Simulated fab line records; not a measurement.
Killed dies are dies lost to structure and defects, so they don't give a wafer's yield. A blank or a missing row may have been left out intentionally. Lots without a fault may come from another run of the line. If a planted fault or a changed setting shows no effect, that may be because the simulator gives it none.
Which of the tools did it? | flow n5_finfet | 8 lots with 24 wafers sampled at 7 steps, on a route of 1938 steps

== WHAT EACH GAUGE READ, for each wafer ==
N5_BEOL_M4_RC_MEAS_101.
lot  | measured     | on        | DIBL_N (mV/V)  | DIBL_P (mV/V)  | IOFF_N (nA/um) | IOFF_P (nA/um) | ION_N (uA/um) | ION_P (uA/um) | SS_N (mV/dec)  | SS_P (mV/dec)  | VT_N (mV)   | VT_P (mV)
L969 | day 9 13:12  | prober-01 | 32.6 35.4 35.2 | 30.9 35.6 34.7 | 0.10 0.16 0.14 | 0.14 0.20 0.18 | 651 671 661   | 450 460 454   | 71.1 71.6 72.3 | 71.5 72.7 72.0 | 256 248 248 | -253 -250 -250
L973 | day 10 06:27 | prober-02 | 37.8 39.1 39.7 | 35.5 38.1 37.4 | 0.18 0.20 0.20 | 0.22 0.26 0.23 | 675 678 680   | 464 465 461   | 72.2 72.0 72.5 | 73.7 73.9 73.3 | 250 246 249 | -248 -249 -248
L975 | day 11 03:26 | prober-02 | 40.4 36.1 36.4 | 38.4 35.9 36.5 | 0.35 0.17 0.17 | 0.28 0.22 0.23 | 682 662 650   | 459 457 448   | 75.0 71.7 72.5 | 73.8 73.2 73.4 | 244 249 250 | -248 -250 -252
L978 | day 11 09:41 | prober-02 | 34.4 34.4 33.5 | 35.2 34.6 34.2 | 0.16 0.16 0.14 | 0.24 0.23 0.22 | 671 689 668   | 466 475 464   | 72.1 71.0 70.8 | 73.3 73.2 72.4 | 250 247 252 | -245 -244 -246
L977 | day 12 01:55 | prober-02 | 35.7 35.9 31.8 | 37.7 38.6 33.2 | 0.15 0.17 0.11 | 0.22 0.25 0.17 | 674 675 653   | 459 465 458   | 71.7 71.6 71.1 | 74.1 74.2 72.6 | 252 249 253 | -250 -247 -253
L983 | day 14 04:23 | prober-02 | 36.8 36.5 36.3 | 37.1 38.0 37.4 | 0.18 0.20 0.18 | 0.24 0.26 0.23 | 679 706 692   | 464 483 467   | 72.0 71.7 71.8 | 73.5 73.3 73.1 | 247 243 248 | -248 -245 -246
L985 | day 14 04:40 | prober-01 | 39.2 38.6 38.5 | 37.0 38.2 37.3 | 0.23 0.20 0.20 | 0.21 0.22 0.21 | 668 685 688   | 447 460 454   | 74.3 72.2 72.5 | 73.7 73.6 73.6 | 251 249 250 | -253 -251 -250
L984 | day 15 06:28 | prober-01 | 33.2 34.1 33.4 | 34.8 35.7 34.9 | 0.14 0.15 0.14 | 0.19 0.19 0.20 | 674 685 672   | 468 470 465   | 70.5 71.1 71.2 | 72.9 72.8 72.7 | 251 249 250 | -251 -251 -250

N5_BEOL_M8_THK_MEAS_53: measures by xrf.
lot  | measured     | on            | M8_THK (nm)
L969 | day 11 00:15 | film_metro-02 | 79.3 81.7 83.7
L973 | day 11 20:20 | film_metro-01 | 75.9 75.4 74.2
L975 | day 12 21:54 | film_metro-02 | 81.5 81.2 80.3
L978 | day 13 07:58 | film_metro-01 | 300.3 299.4 294.9
L977 | day 13 11:53 | film_metro-01 | 302.7 305.2 304.9
L983 | day 15 21:29 | film_metro-02 | 80.0 83.3 82.7
L985 | day 15 21:20 | film_metro-01 | 81.0 83.8 81.3
L984 | day 17 10:07 | film_metro-01 | 81.8 81.4 79.4

N5_BEOL_M8_RS_MEAS_57: measures by four-point-probe.
lot  | measured     | on            | M8_RS (ohm/sq)
L969 | day 11 00:23 | film_metro-02 | 0.288 0.278 0.270
L973 | day 11 20:28 | film_metro-01 | 0.307 0.310 0.315
L975 | day 12 22:02 | film_metro-02 | 0.278 0.280 0.283
L978 | day 13 08:06 | film_metro-02 | 0.065 0.065 0.066
L977 | day 13 12:03 | film_metro-01 | 0.065 0.064 0.064
L983 | day 15 21:37 | film_metro-02 | 0.283 0.271 0.272
L985 | day 15 21:28 | film_metro-01 | 0.284 0.271 0.283
L984 | day 17 10:17 | film_metro-01 | 0.279 0.280 0.291

N5_BEOL_M8_INSPECT_58: inspects for defects (darkfield).
lot  | measured     | on                | raw_defect_count
L969 | day 11 00:25 | defect_inspect-01 | 131 96 123
L973 | day 11 20:30 | defect_inspect-01 | 80 117 77
L975 | day 12 22:04 | defect_inspect-02 | 77 96 82
L978 | day 13 08:08 | defect_inspect-02 | 1216 1193 1157
L977 | day 13 12:04 | defect_inspect-02 | 1147 1159 1167
L983 | day 15 21:38 | defect_inspect-02 | 108 47 72
L985 | day 15 21:30 | defect_inspect-02 | 139 178 97
L984 | day 17 10:18 | defect_inspect-02 | 74 116 44

== WHAT TOOL EACH LOT RAN ON (gives the tool, then ch and the chambers of the sampled wafers, and finally the start) ==
lot  | N5_BEOL_M8_ETCH_41                            | N5_BEOL_M8_ALD_77                   | N5_BEOL_M8_CMP_52
L969 | rie_diel-01 ch 1,2,3, day 10 22:25 or earlier | ald_metal-02 ch 0,1,2, day 10 22:25 | cmp-01 ch 0,1,2, day 10 23:58
L973 | rie_diel-03 ch 0,3, day 11 17:09 or earlier   | ald_metal-01 ch 1,2,3, day 11 17:09 | cmp-03 ch 0,2,3, day 11 20:07
L975 | rie_diel-05 ch 0,1,3, day 12 20:33 or earlier | ald_metal-04 ch 1,2,3, day 12 20:33 | cmp-02 ch 2,3, day 12 21:37
L978 | rie_diel-03 ch 0,2,3, day 13 06:21 or earlier | ald_metal-04 ch 0,1,3, day 13 06:21 | cmp-01 ch 0,2,3, day 13 07:47
L977 | rie_diel-03 ch 0,2, day 13 10:36 or earlier   | ald_metal-01 ch 0,1,2, day 13 10:36 | cmp-03 ch 0,1, day 13 11:35
L983 | rie_diel-03 ch 0,2,3, day 15 19:49 or earlier | ald_metal-02 ch 1,2,3, day 15 19:49 | cmp-01 ch 0,1, day 15 21:11
L985 | rie_diel-05 ch 0,1, day 15 19:45 or earlier   | ald_metal-01 ch 1,2, day 15 19:45   | cmp-03 ch 0,2,3, day 15 21:07
L984 | rie_diel-05 ch 0,1,3, day 17 08:43 or earlier | ald_metal-01 ch 1,3, day 17 08:43   | cmp-01 ch 0,1,2, day 17 09:49
- N5_BEOL_M8_ETCH_41: etches SiCN in CH3F/O2, target depth 31.9 nm, time 57.8 s.
- N5_BEOL_M8_ALD_77: deposits TaN, target thk 2 nm, pulse time 2 s, purge time 3 s.
- N5_BEOL_M8_CMP_52: polishes, stops on SiCOH lowk, t overpolish 6.9 s, target thk 80 nm.

== WHAT THE TOOLS THEMSELVES READ (means of the sampled wafers that have a number; where no wafer has one, the mark that the record gives instead) ==
N5_BEOL_M8_ETCH_41.
lot  | tool        | drypump_motor_current_A (A) | oes_product_au (a.u.) | rf_vpp_V (V) | showerhead_plenum_p_Torr (Torr) | throttle_valve_pct (%)
L969 | rie_diel-01 | 5.8                         | 0.86                  | 298.1        | 2.06                            | 16.26
L973 | rie_diel-03 | 5.5                         | 0.69                  | 295.3        | 1.95                            | 16.65
L975 | rie_diel-05 | 5.9                         | 0.84                  | 296.7        | 1.99                            | 16.11
L978 | rie_diel-03 | 5.5                         | 0.75                  | 297.2        | 1.97                            | 16.53
L977 | rie_diel-03 | 5.9                         | 0.73                  | 298.1        | 2.02                            | 16.53
L983 | rie_diel-03 | 5.5                         | 0.93                  | 297.8        | 2.05                            | 16.22
L985 | rie_diel-05 | 5.9                         | 0.87                  | 297.8        | 2.06                            | 16.01
L984 | rie_diel-05 | 5.9                         | 0.87                  | 299.4        | 2.06                            | 16.01

N5_BEOL_M8_ALD_77.
lot  | tool         | chamber_pressure_Torr (Torr) | heater_power_w (W)
L969 | ald_metal-02 | 2.996                        | 355
L973 | ald_metal-01 | 2.998                        | 432
L975 | ald_metal-04 | 2.999                        | 449
L978 | ald_metal-04 | 2.998                        | 442
L977 | ald_metal-01 | 3.000                        | 460
L983 | ald_metal-02 | 3.001                        | 363
L985 | ald_metal-01 | 3.004                        | 418
L984 | ald_metal-01 | 2.999                        | 402

N5_BEOL_M8_CMP_52.
lot  | tool   | barrier_field_endpoint_s (s) | clearing_platen_down_force_psi (psi) | clearing_platen_rpm (rpm) | motor_current_A (A) | overpolish_run_s (s) | retaining_ring_pressure_frac | slurry_flow_ml_min | time_to_endpoint_s (s)
L969 | cmp-01 | 29.1                         | 1.5020                               | 50.006                    | 6.2                 | 6.905                | 0.997                        | 150.2              | 66
L973 | cmp-03 | 28.4                         | 1.5007                               | 49.998                    | 6.1                 | 6.905                | 0.999                        | 150.3              | 60
L975 | cmp-02 | 29.3                         | 1.4975                               | 50.003                    | 6.6                 | 6.902                | 1.003                        | 150.3              | 64
L978 | cmp-01 | -                            | -                                    | -                         | -                   | -                    | -                            | -                  | -
L977 | cmp-03 | -                            | -                                    | -                         | -                   | -                    | -                            | -                  | -
L983 | cmp-01 | 30.7                         | 1.4981                               | 50.011                    | 6.3                 | 6.897                | 0.997                        | 149.8              | 68
L985 | cmp-03 | 30.1                         | 1.4975                               | 49.996                    | 5.9                 | 6.898                | 0.995                        | 150.1              | 69
L984 | cmp-01 | 29.1                         | 1.4994                               | 50.000                    | 6.4                 | 6.907                | 1.002                        | 150.2              | 63

== THE ANSWER, worked out from the rows above alone ==
Rule: the lots themselves supply what counts as usual. Put in order of their means at a reading, lots are off if they are a third of the lots or fewer, leave a main group of 4 or more, and stand apart from it by a gap of 3 or more times the standard deviation of the main group's means; of several such gaps the widest counts. Not used: any main group whose means are identical at the precision the tables above print for the reading. Also off: a lot with no number at a reading for which 4 or more lots have one. The other lots that the step has rows for count as sound. The gauges are gone through in route order, then the tools' own readings, and for those a lot's mean is taken as printed above. At the first step where some lot is off, the reading lying furthest off is the one used; lots without a number count as furthest.
Off: at N5_BEOL_M8_THK_MEAS_53 (M8_THK), L978, L977. Mean 80.4 nm and standard deviation 2.4 in the main group.
A tool fits if, at a process step before that reading, it ran every lot that is off, and no sound lot after the first of them. Not tried: the gauges at N5_BEOL_M8_THK_MEAS_53; whatever is off there is also off at N5_BEOL_M8_INSPECT_58, on other tools, and gauge error can't account for it. With no start given for some of its lots, N5_BEOL_M8_ETCH_41 uses the hours and lot order of N5_BEOL_M8_ALD_77. No candidate that was tried fits.

== WHAT WAS PUT IN BY THE SIMULATOR ==
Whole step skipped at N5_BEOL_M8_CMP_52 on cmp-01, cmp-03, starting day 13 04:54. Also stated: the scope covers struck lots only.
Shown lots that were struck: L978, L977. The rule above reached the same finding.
